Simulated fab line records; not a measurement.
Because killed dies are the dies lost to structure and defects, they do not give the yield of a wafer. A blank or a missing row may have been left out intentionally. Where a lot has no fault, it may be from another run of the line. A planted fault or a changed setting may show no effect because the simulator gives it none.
Struck lot and sound lot, side by side -- flow n5 finfet -- 15 steps out of a route of 1938
Sound: wafers L437.1, L437.4, L437.6. Wafers struck: L444.1, L444.3, L444.4. The cause comes at the end.
Each step with rows lists, per side, the tool, then ch with its chambers, then its first start. Under that, the readings that differ: sound wafers -- struck wafers -- difference of the means -- sigmas: that difference in standard deviations of wafers without a fault.
alike: a reading whose means differ by less than 2 such deviations, as well as words and numbers matching on both sides. not compared: withheld readings; readings where some wafer has no value; bounds like >300 that might hide an equal value; numbers whose values overlap and for which the record gives no deviation.
Wherever a step has rows on one side only, a row that says differs or no value, or a row with sigmas, the two part there. Non-overlapping numbers with no deviation appear without sigmas and do not part them. A reading missing from all wafers of one side parts the sides only when that side holds two or more wafers.

first, 7 steps without rows for these wafers: N5_WELL_APT_COAT_02 (resist thk 950 nm); N5_WELL_APT_EBR_04; N5_WELL_APT_SOFTBAKE_03 (time 60 s); N5_WELL_APT_EXPOSE_05 (exposes mask NWELL, defocus 0 nm, target cd 200 nm); N5_WELL_APT_PEB_06 (peb time 90 s); N5_WELL_APT_DEVELOP_07 (develop time 45 s); N5_WELL_APT_HARDBAKE_12 (time 120 s).
N5_WELL_APT_CD_MEAS_08: target cd 200 nm.
  sound on cd sem-01 ch 0, day 3 07:46; struck on cd sem-02 ch 0, day 5 01:43
  alike: cd nm
N5_WELL_APT_OVL_MEAS_09:
  sound on overlay-02 ch 0, day 3 07:47; struck on overlay-01 ch 0, day 5 01:44
  alike: NWELL_OVL
N5_WELL_APT_INSPECT_10: inspects for defects (macro).
  sound on defect inspect-02, day 3 07:49; struck on defect inspect-02, day 5 01:46
  alike: raw defect count
N5_WELL_APT_DESCUM_13: chemistry O2, time 7.9 s.
  sound on rie diel-06 ch 0,1,3, day 3 07:51; struck on rie diel-04 ch 1,2,3, day 5 01:50
  alike: drypump motor current A, oes product au, rf vpp V, showerhead plenum p Torr, temp c, throttle valve pct
  not compared: rf hours counter h
following that, these wafers have no rows for 1 step: N5_WELL_APT_IMPLANT_14.
N5_WELL_APT_IMPLANT_15:
  sound on implanter-01 ch 0, day 3 08:08; struck on implanter-02 ch 0, day 5 02:07
reading,sound,struck,difference,sigmas
dose ions cm2,1.5007e+13 1.5033e+13 1.5008e+13,1.2746e+13 1.2728e+13 1.2745e+13,-2.2763e+12,-99 or more
faraday current uA,190 188 188,163 163 160,-27,-7
then, 1 step without rows for these wafers: N5_WELL_APT_STRIP_16 (strips in SPM, time 900 s).
-- here the record skips 12 days between the struck wafers' starts before and after, leaving off in module WELL_APT and picking up in module PASSIVATION (first step shown: number 1936 of the route) --
N5_PASSIVATION_PROBE_49:
  sound on prober-02, day 15 13:10; struck on prober-01, day 17 00:24
  alike: killed_at_M0_to_M3, killed_at_M4_up, killed at contacts, killed at front end, killed at other, killed dies, killed open, killed short

## WHERE THEY PART
At N5_WELL_APT_IMPLANT_15 and nowhere else, as far as this record goes. Later steps at which nothing parts them and some readings are alike: N5_PASSIVATION_PROBE_49.

WHY: what the simulator had put in
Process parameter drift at N5_WELL_APT_IMPLANT_15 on implanter-02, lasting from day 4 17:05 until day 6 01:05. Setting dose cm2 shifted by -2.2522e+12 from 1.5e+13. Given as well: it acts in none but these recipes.
